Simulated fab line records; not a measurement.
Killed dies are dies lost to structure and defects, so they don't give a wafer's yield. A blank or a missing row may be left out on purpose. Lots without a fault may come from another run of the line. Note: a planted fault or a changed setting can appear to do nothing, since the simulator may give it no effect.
Code-filled problem report in 8D (eight disciplines) form || flow nand harc || the parts of the form that need people (team, actions taken, sign-off) are left out

## 1. WHAT IS WRONG
Wafers with no fault read 1.002 a.u. with a standard deviation of 0.009, whereas oes product au at NHARC_THIN_TSV_ETCH_36 reads a mean of 0.844 a.u. on 1 wafer of 1 lot. Measured from the usual mean, that is -18 standard deviations.
The step: etches the open film in Cl2/BCl3, target depth 65 nm, time 18.571 s.
First observed at day 27 15:19: wafer L643.4, on rie metal-01. The record has a number at this step for 39 wafers belonging to 13 lots. The rule behind "out" and "out of limits": a value lying over 4 standard deviations away from the usual mean. Any other wafer with a number is counted as sound.

## 2. WHAT IT IS, WHAT IT ISN'T
{"question": "which readings at this step", "is": "oes product au", "is not": "chamber pressure mTorr, drypump motor current A"}
{"question": "which lots", "is": "L643", "is not": "L635, L636, L638, L639, L641, L646, L652, L653, L654, L655, L656, L657"}
{"question": "which wafers of those lots", "is": "L643.4", "is not": "L643.1, L643.3"}
{"question": "read on which tools", "is": "rie metal-01", "is not": "rie metal-02, rie metal-03"}
{"question": "when", "is": "from day 27 15:19", "is not": "up to then (17 sound wafers); but 21 sound wafers of L646, L652, L653, L654, L655, L656, L657 came after"}

## 3. THE SUSPECTS, EACH WITH WHAT RULES IT OUT
Counting: if a tool at a process step up to the reading ran every lot that is out, it stays a suspect. Sound lots after the first of them don't rule it out here, since some wafers of a struck lot are sound.
- pecvd-01 at NHARC_THIN_TSV_DEP_43 (deposits SiO2, target thk 1328.5 nm): kept. It processed L643, the lot that is out, at day 27 07:53, and its most recent sound lot before then was L638 at day 25 06:10.
- pvd sputter-02 at NHARC_THIN_TSV_PVD_51 (deposits Cu, target thk 100 nm): kept. It processed L643, the lot that is out, at day 27 15:19, and its most recent sound lot before then was L641 at day 26 12:55. With no start given for some of its lots, NHARC_THIN_TSV_PVD_51 uses the hours and lot order of NHARC_THIN_TSV_ETCH_36.
- rie metal-01 at NHARC_THIN_TSV_ETCH_36 (etches the open film in Cl2/BCl3, target depth 65 nm, time 18.571 s): kept. It processed L643, the lot that is out, at day 27 15:19, and its most recent sound lot before then was L641 at day 26 12:55. Its own oes product au readings are out on those wafers.
- Within pecvd-01 at NHARC_THIN_TSV_DEP_43, the wafers that are out were processed in chamber 0 and their sound lot-mates in chamber 2.
- Within rie metal-01 at NHARC_THIN_TSV_ETCH_36, the wafers that are out were processed in chamber 0 and their sound lot-mates in chamber 1.
After the count, these remain: pecvd-01 at NHARC_THIN_TSV_DEP_43, pvd sputter-02 at NHARC_THIN_TSV_PVD_51 and rie metal-01 at NHARC_THIN_TSV_ETCH_36.

## 4. THE CAUSE (what the simulator had put in)
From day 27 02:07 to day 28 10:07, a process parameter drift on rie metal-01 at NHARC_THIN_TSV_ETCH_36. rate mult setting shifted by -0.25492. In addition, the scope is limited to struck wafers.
This tool is one of the 3 suspects left after counting.

## 5. THE EFFECT CHAIN, in route order
Each row: a reading where the mean over the struck wafers with a number is more than 3 standard deviations away from the usual. Scope: only readings with a usual standard deviation given in the record; hours: median across lots of the time from each lot's start at the first step in this table that gives one to its start at this step; sigmas: change in usual standard deviations.
{"hours": 0, "step": "NHARC_THIN_TSV_ETCH_36", "reading": "oes product au", "usual": "1.002 a.u.", "on struck wafers": 0.844, "change": -0.158, "sigmas": -18}
Here are the process steps it includes:
- NHARC_THIN_TSV_ETCH_36: etches the open film in Cl2/BCl3, target depth 65 nm, time 18.571 s.
Later measuring or inspecting steps at which every struck wafer that the step has a row for has a number for every such reading, and none has moved that far: NHARC_END_SORT_01.

## 6. WHAT WOULD HAVE CAUGHT IT SOONER
First out-of-limits reading in this record: day 27 15:19, which is 13 hours after fault onset at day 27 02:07.
